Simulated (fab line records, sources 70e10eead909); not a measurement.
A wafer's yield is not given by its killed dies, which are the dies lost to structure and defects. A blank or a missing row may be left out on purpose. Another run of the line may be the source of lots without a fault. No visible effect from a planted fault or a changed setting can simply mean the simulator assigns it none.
fab line records + flow nand-harc + part 2 of 2: steps 26 to 39 of 39
record
- lots=5
- wafers=15
- last-day=27
route steps=1302 shown P_STI@78 P_GATE@110
lots untouched by any fault: they come from a run of this same line in which no faults occurred
start-h: hours from the record's first day to the start of the lot's first wafer shown + wait-h: time in hours since the lot's previous step + " identical to the entry in the row above + L1.1+2: a single row standing in for several wafers + - either no value or no given start + * or withheld: withheld + < > ~ a bound
route shown NAME@n: NAME is a module with steps in the file, n the number in the route of the first one + usual: mean/standard deviation taken from wafers without a fault + same: alike in all rows + chamber/n: place in a boat + sites: per-site readings + _std_site: the standard deviation of these + _edge_site: mean of outer sites minus mean of inner sites + radius-mm: how far each site lies from the wafer's centre + mask NAME#n: copy n + behind: tool/chamber where the wafer was last shaped + hold: why the lot went on hold/how many hours it stayed there/how the hold came to an end + device: the transistor (n, p or np) that didn't switch + end of line: at the end of the route, the tests of the same wafers + where a step has no rows: the recipe by itself + killed: the dies lost at the first sort to structure and to defects; this is not the yield of the wafer + map: the dies of a wafer, with x for killed, . for not killed, _ for no die there
set.NAME: the run value of the setting; set.NAME@STEP: its run value at that earlier step + model.NAME: the simulator's own value behind a step, which no gauge read
lots seen at some steps along the route; tables by step, rows by wafer
services: when a tool's chamber went out of use (start-h, in hours from the record's first day, below 0 if earlier), for how many hours, and the reason
## steps
# step NHARC_P_STI_STRIP_24
# recipe
- temp-c=160
- chemistry=H3PO4
- material=Si3N4
# usual
- bath-heat-duty-pct=27/3.1
| lot.wafer | tool         | chamber | start-h | wait-h | bath-heat-duty-pct |
|-----------|--------------|---------|---------|--------|--------------------|
| L075.6    | wet-bench-01 | 5       | 77.17   | 0.0    | 28                 |
| L075.3    | "            | 6       | "       | "      | 34                 |
| L075.1    | "            | 7       | "       | "      | 29                 |
| L077.1    | wet-bench-06 | 1       | 94.60   | 0.0    | 31                 |
| L077.5    | "            | 4       | "       | "      | 28                 |
| L077.4    | "            | 5       | "       | "      | 28                 |
| L079.6    | wet-bench-06 | 5       | 120.25  | 0.0    | 26                 |
| L079.5    | "            | 7       | "       | "      | 28                 |
| L079.3    | "            | 0       | "       | "      | 27                 |
| L081.3    | wet-bench-01 | 0       | 133.22  | 0.0    | 25                 |
| L081.5    | "            | 2       | "       | "      | 30                 |
| L081.2    | "            | 3       | "       | "      | 27                 |
| L083.2    | wet-bench-04 | 0       | 157.33  | 0.0    | 27                 |
| L083.3    | "            | 3       | "       | "      | 26                 |
| L083.6    | "            | 5       | "       | "      | 33                 |
# step NHARC_P_STI_ETCH_37
# recipe
- target-depth-a=110
- chemistry=dHF
- material=SiO2
| lot.wafer  | tool         | chamber | start-h | wait-h |
|------------|--------------|---------|---------|--------|
| L075.6+3+1 | wet-bench-01 | 5,6,7   | -       | -      |
| L077.1+5+4 | wet-bench-06 | 1,4,5   | -       | -      |
| L079.6+5+3 | wet-bench-06 | 5,7,0   | -       | -      |
| L081.3+5+2 | wet-bench-01 | 0,2,3   | -       | -      |
| L083.2+3+6 | wet-bench-04 | 0,3,5   | -       | -      |
# step NHARC_P_STI_PRECLEAN_38
# recipe
- time-s=*
- temp-c=50
- bath-age-min=0
- chemistry=SC1
# usual
- bath-heat-duty-pct=7.3/0.88
- nh4oh-flow-mL-min=28.31/0.09
| lot.wafer | tool         | chamber | start-h | wait-h | bath-heat-duty-pct | nh4oh-flow-mL-min |
|-----------|--------------|---------|---------|--------|--------------------|-------------------|
| L075.6    | wet-bench-01 | 5       | -       | -      | 7.5                | 28.31             |
| L075.3    | "            | 6       | "       | "      | 9.6                | 28.35             |
| L075.1    | "            | 7       | "       | "      | 7.5                | 28.20             |
| L077.1    | wet-bench-06 | 1       | -       | -      | 8.4                | 28.32             |
| L077.5    | "            | 4       | "       | "      | 6.8                | 28.12             |
| L077.4    | "            | 5       | "       | "      | 7.5                | 28.16             |
| L079.6    | wet-bench-06 | 5       | -       | -      | 7.2                | 28.17             |
| L079.5    | "            | 7       | "       | "      | 8.5                | 28.11             |
| L079.3    | "            | 0       | "       | "      | 7.4                | 28.35             |
| L081.3    | wet-bench-01 | 0       | -       | -      | 7.3                | 28.24             |
| L081.5    | "            | 2       | "       | "      | 8.4                | 28.34             |
| L081.2    | "            | 3       | "       | "      | 6.9                | 28.28             |
| L083.2    | wet-bench-04 | 0       | -       | -      | 6.5                | 28.28             |
| L083.3    | "            | 3       | "       | "      | 6.9                | 28.25             |
| L083.6    | "            | 5       | "       | "      | 9.3                | 28.44             |
# step NHARC_P_STI_SRD_39
| lot.wafer  | tool         | chamber | start-h | wait-h |
|------------|--------------|---------|---------|--------|
| L075.6+3+1 | wet-bench-01 | 5,6,7   | -       | -      |
| L077.1+5+4 | wet-bench-06 | 1,4,5   | -       | -      |
| L079.6+5+3 | wet-bench-06 | 5,7,0   | -       | -      |
| L081.3+5+2 | wet-bench-01 | 0,2,3   | -       | -      |
| L083.2+3+6 | wet-bench-04 | 0,3,5   | -       | -      |
# step NHARC_P_STI_OXIDE_40
# recipe
- target-thk-a=100
- temp-c=900
- ox-time-s=1362
- material=SiO2
| lot.wafer  | tool       | chamber | start-h | wait-h |
|------------|------------|---------|---------|--------|
| L075.1+3+6 | furnace-02 | 0       | 81.96   | -      |
| L077.1+4+5 | furnace-02 | 0       | 99.82   | -      |
| L079.3+5+6 | furnace-06 | 0       | 127.15  | -      |
| L081.2+3+5 | furnace-06 | 0       | 138.13  | -      |
| L083.2+3+6 | furnace-02 | 0       | 161.22  | -      |
# step NHARC_P_STI_INSPECT_25
# usual
- raw-defect-count=220/65
| lot.wafer | tool              | chamber | start-h | wait-h | raw-defect-count |
|-----------|-------------------|---------|---------|--------|------------------|
| L075.1    | defect-inspect-02 | -       | 86.07   | 0.4    | 158              |
| L075.3    | "                 | -       | "       | "      | 172              |
| L075.6    | "                 | -       | "       | "      | 153              |
| L077.1    | defect-inspect-02 | -       | 103.93  | 0.4    | 196              |
| L077.4    | "                 | -       | "       | "      | 170              |
| L077.5    | "                 | -       | "       | "      | 165              |
| L079.3    | defect-inspect-02 | -       | 131.20  | 0.4    | 225              |
| L079.5    | "                 | -       | "       | "      | 230              |
| L079.6    | "                 | -       | "       | "      | 339              |
| L081.2    | defect-inspect-02 | -       | 142.22  | 0.4    | 337              |
| L081.3    | "                 | -       | "       | "      | 219              |
| L081.5    | "                 | -       | "       | "      | 184              |
| L083.2    | defect-inspect-01 | -       | 165.25  | 0.4    | 293              |
| L083.3    | "                 | -       | "       | "      | 272              |
| L083.6    | "                 | -       | "       | "      | 224              |
# step NHARC_P_GATE_ETCH_69
# recipe
- target-depth-a=140
- chemistry=dHF
- material=SiO2
| lot.wafer  | tool         | chamber | start-h | wait-h |
|------------|--------------|---------|---------|--------|
| L075.6+1+3 | wet-bench-07 | 4,5,7   | 86.16   | 0.1    |
| L077.1+5+4 | wet-bench-09 | 5,6,0   | 104.01  | 0.1    |
| L079.6+3+5 | wet-bench-02 | 2,3,5   | 131.29  | 0.1    |
| L081.3+2+5 | wet-bench-02 | 1,5,6   | 142.27  | 0.0    |
| L083.2+3+6 | wet-bench-02 | 4,5,7   | 165.30  | 0.0    |
# step NHARC_P_GATE_PRECLEAN_70
# recipe
- time-s=*
- temp-c=50
- bath-age-min=0
- chemistry=SC1
# usual
- bath-heat-duty-pct=7.1/0.8
- nh4oh-flow-mL-min=28.30/0.092
| lot.wafer | tool         | chamber | start-h | wait-h | bath-heat-duty-pct | nh4oh-flow-mL-min |
|-----------|--------------|---------|---------|--------|--------------------|-------------------|
| L075.6    | wet-bench-07 | 4       | 86.23   | 0.1    | 8.3                | 28.24             |
| L075.1    | "            | 5       | "       | "      | 7.4                | 28.34             |
| L075.3    | "            | 7       | "       | "      | 6.2                | 28.19             |
| L077.1    | wet-bench-09 | 5       | 104.08  | 0.1    | 6.4                | 28.34             |
| L077.5    | "            | 6       | "       | "      | 7.0                | 28.25             |
| L077.4    | "            | 0       | "       | "      | 7.3                | 28.34             |
| L079.6    | wet-bench-02 | 2       | 131.36  | 0.1    | 5.5                | 28.50             |
| L079.3    | "            | 3       | "       | "      | 6.8                | 28.38             |
| L079.5    | "            | 5       | "       | "      | 6.9                | 28.38             |
| L081.3    | wet-bench-02 | 1       | 142.38  | 0.1    | 7.9                | 28.29             |
| L081.2    | "            | 5       | "       | "      | 6.8                | 28.43             |
| L081.5    | "            | 6       | "       | "      | 6.3                | 28.31             |
| L083.2    | wet-bench-02 | 4       | 165.40  | 0.1    | 6.0                | 28.23             |
| L083.3    | "            | 5       | "       | "      | 6.0                | 28.22             |
| L083.6    | "            | 7       | "       | "      | 7.4                | 28.34             |
# step NHARC_P_GATE_SRD_01
| lot.wafer  | tool         | chamber | start-h | wait-h |
|------------|--------------|---------|---------|--------|
| L075.6+1+3 | wet-bench-07 | 4,5,7   | -       | -      |
| L077.1+5+4 | wet-bench-09 | 5,6,0   | -       | -      |
| L079.6+3+5 | wet-bench-02 | 2,3,5   | -       | -      |
| L081.3+2+5 | wet-bench-02 | 1,5,6   | -       | -      |
| L083.2+3+6 | wet-bench-02 | 4,5,7   | -       | -      |
# step NHARC_P_GATE_OXIDE_02
# recipe
- target-thk-a=375
- temp-c=950
- p-h2o-torr=720
- ox-time-s=365
- material=SiO2
| lot.wafer  | tool       | chamber | start-h | wait-h |
|------------|------------|---------|---------|--------|
| L075.1+3+6 | furnace-08 | 0       | 89.57   | -      |
| L077.1+4+5 | furnace-04 | 0       | 107.29  | -      |
| L079.3+5+6 | furnace-08 | 0       | 135.23  | -      |
| L081.2+3+5 | furnace-03 | 0       | 145.96  | -      |
| L083.2+3+6 | furnace-03 | 0       | 168.97  | -      |
# step NHARC_P_GATE_DEHYDRATE_03
# recipe
- temp-c=150
- time-s=120
# usual
- exhaust-pa=44.9/0.85
| lot.wafer | tool           | chamber | start-h | wait-h | exhaust-pa |
|-----------|----------------|---------|---------|--------|------------|
| L075.1    | litho-track-02 | 0       | 94.16   | 0.4    | 45.4       |
| L075.3    | "              | 0       | "       | "      | 45.3       |
| L075.6    | "              | 0       | "       | "      | 46.3       |
| L077.1    | litho-track-05 | 0       | 111.83  | 0.4    | 45.9       |
| L077.4    | "              | 0       | "       | "      | 45.6       |
| L077.5    | "              | 0       | "       | "      | 45.6       |
| L079.3    | litho-track-05 | 0       | 139.73  | 0.4    | 44.6       |
| L079.5    | "              | 0       | "       | "      | 45.4       |
| L079.6    | "              | 0       | "       | "      | 45.0       |
| L081.2    | litho-track-02 | 0       | 150.52  | 0.4    | 44.9       |
| L081.3    | "              | 0       | "       | "      | 44.3       |
| L081.5    | "              | 0       | "       | "      | 45.6       |
| L083.2    | litho-track-05 | 0       | 173.62  | 0.4    | 44.7       |
| L083.3    | "              | 0       | "       | "      | 43.9       |
| L083.6    | "              | 0       | "       | "      | 44.1       |
# step NHARC_P_GATE_HMDS_04
# recipe
- time-s=30
# usual
- exhaust-pa=45.1/0.95
| lot.wafer | tool           | chamber | start-h | wait-h | exhaust-pa |
|-----------|----------------|---------|---------|--------|------------|
| L075.1    | litho-track-02 | 0       | -       | -      | 45.7       |
| L075.3    | "              | 0       | "       | "      | 46.7       |
| L075.6    | "              | 0       | "       | "      | 45.7       |
| L077.1    | litho-track-05 | 0       | -       | -      | 43.9       |
| L077.4    | "              | 0       | "       | "      | 44.7       |
| L077.5    | "              | 0       | "       | "      | 44.6       |
| L079.3    | litho-track-05 | 0       | -       | -      | 44.5       |
| L079.5    | "              | 0       | "       | "      | 44.2       |
| L079.6    | "              | 0       | "       | "      | 44.8       |
| L081.2    | litho-track-02 | 0       | -       | -      | 45.6       |
| L081.3    | "              | 0       | "       | "      | 44.6       |
| L081.5    | "              | 0       | "       | "      | 45.0       |
| L083.2    | litho-track-05 | 0       | -       | -      | 43.8       |
| L083.3    | "              | 0       | "       | "      | 45.4       |
| L083.6    | "              | 0       | "       | "      | 46.8       |
# step NHARC_P_GATE_COAT_05
# recipe
- spin-rpm=4690
# usual
- exhaust-pa=45.1/0.9
- spin-speed-rpm=4690/3.4
| lot.wafer | tool           | chamber | start-h | wait-h | exhaust-pa | spin-speed-rpm |
|-----------|----------------|---------|---------|--------|------------|----------------|
| L075.1    | litho-track-02 | 0       | -       | -      | 45.6       | 4693           |
| L075.3    | "              | 0       | "       | "      | 45.7       | 4691           |
| L075.6    | "              | 0       | "       | "      | 45.2       | 4690           |
| L077.1    | litho-track-05 | 0       | -       | -      | 43.6       | 4692           |
| L077.4    | "              | 0       | "       | "      | 43.6       | 4690           |
| L077.5    | "              | 0       | "       | "      | 43.4       | 4692           |
| L079.3    | litho-track-05 | 0       | -       | -      | 45.1       | 4690           |
| L079.5    | "              | 0       | "       | "      | 44.5       | 4686           |
| L079.6    | "              | 0       | "       | "      | 45.2       | 4692           |
| L081.2    | litho-track-02 | 0       | -       | -      | 45.1       | 4692           |
| L081.3    | "              | 0       | "       | "      | 44.5       | 4686           |
| L081.5    | "              | 0       | "       | "      | 44.9       | 4683           |
| L083.2    | litho-track-05 | 0       | -       | -      | 44.6       | 4693           |
| L083.3    | "              | 0       | "       | "      | 44.0       | 4691           |
| L083.6    | "              | 0       | "       | "      | 46.1       | 4689           |
# step NHARC_P_GATE_SOFTBAKE_06
# recipe
- temp-c=122
- time-s=95
# usual
- exhaust-pa=45.0/1
| lot.wafer | tool           | chamber | start-h | wait-h | exhaust-pa |
|-----------|----------------|---------|---------|--------|------------|
| L075.1    | litho-track-02 | 0       | -       | -      | 46.6       |
| L075.3    | "              | 0       | "       | "      | 46.2       |
| L075.6    | "              | 0       | "       | "      | 45.5       |
| L077.1    | litho-track-05 | 0       | -       | -      | 45.8       |
| L077.4    | "              | 0       | "       | "      | 45.4       |
| L077.5    | "              | 0       | "       | "      | 46.3       |
| L079.3    | litho-track-05 | 0       | -       | -      | 44.7       |
| L079.5    | "              | 0       | "       | "      | 42.7       |
| L079.6    | "              | 0       | "       | "      | 44.3       |
| L081.2    | litho-track-02 | 0       | -       | -      | 45.5       |
| L081.3    | "              | 0       | "       | "      | 44.8       |
| L081.5    | "              | 0       | "       | "      | 45.1       |
| L083.2    | litho-track-05 | 0       | -       | -      | 44.1       |
| L083.3    | "              | 0       | "       | "      | 42.0       |
| L083.6    | "              | 0       | "       | "      | 44.0       |
## services
| tool           | chamber | start-h | hours | kind   |
|----------------|---------|---------|-------|--------|
| cmp-02         | -       | 30.96   | 6.5   | repair |
| rie-diel-13    | 1       | 34.29   | 7.9   | repair |
| wet-bench-04   | -       | 51.20   | 8.0   | pm     |
| litho-track-02 | -       | 52.00   | 7.0   | pm     |
| rie-diel-05    | -       | 52.60   | 9.0   | pm     |
| cmp-04         | -       | 53.80   | 0.5   | repair |
| krf-scanner-01 | -       | 61.84   | 0.2   | repair |
| krf-scanner-01 | -       | 66.93   | 0.7   | repair |
| wet-bench-02   | -       | 68.00   | 8.0   | pm     |
| wet-bench-04   | -       | 71.19   | 3.6   | repair |
| rie-diel-13    | 3       | 72.42   | 8.1   | repair |
| litho-track-07 | -       | 76.00   | 7.0   | pm     |
| rie-diel-13    | 2       | 77.52   | 9.7   | repair |
| cmp-02         | -       | 82.09   | 4.0   | pm     |
| litho-track-03 | -       | 100.00  | 7.0   | pm     |
| wet-bench-01   | -       | 101.60  | 8.0   | pm     |
| rie-diel-05    | 2       | 109.98  | 8.3   | repair |
| litho-track-05 | -       | 124.00  | 7.0   | pm     |
| furnace-05     | -       | 127.11  | 26.0  | pm     |
| krf-scanner-01 | -       | 140.00  | 4.0   | pm     |
| wet-bench-04   | -       | 153.90  | 0.8   | repair |
| wet-bench-07   | -       | 160.10  | 8.0   | pm     |
| rie-si-04      | -       | 165.00  | 9.0   | pm     |
| rie-diel-13    | -       | 165.04  | 9.0   | pm     |
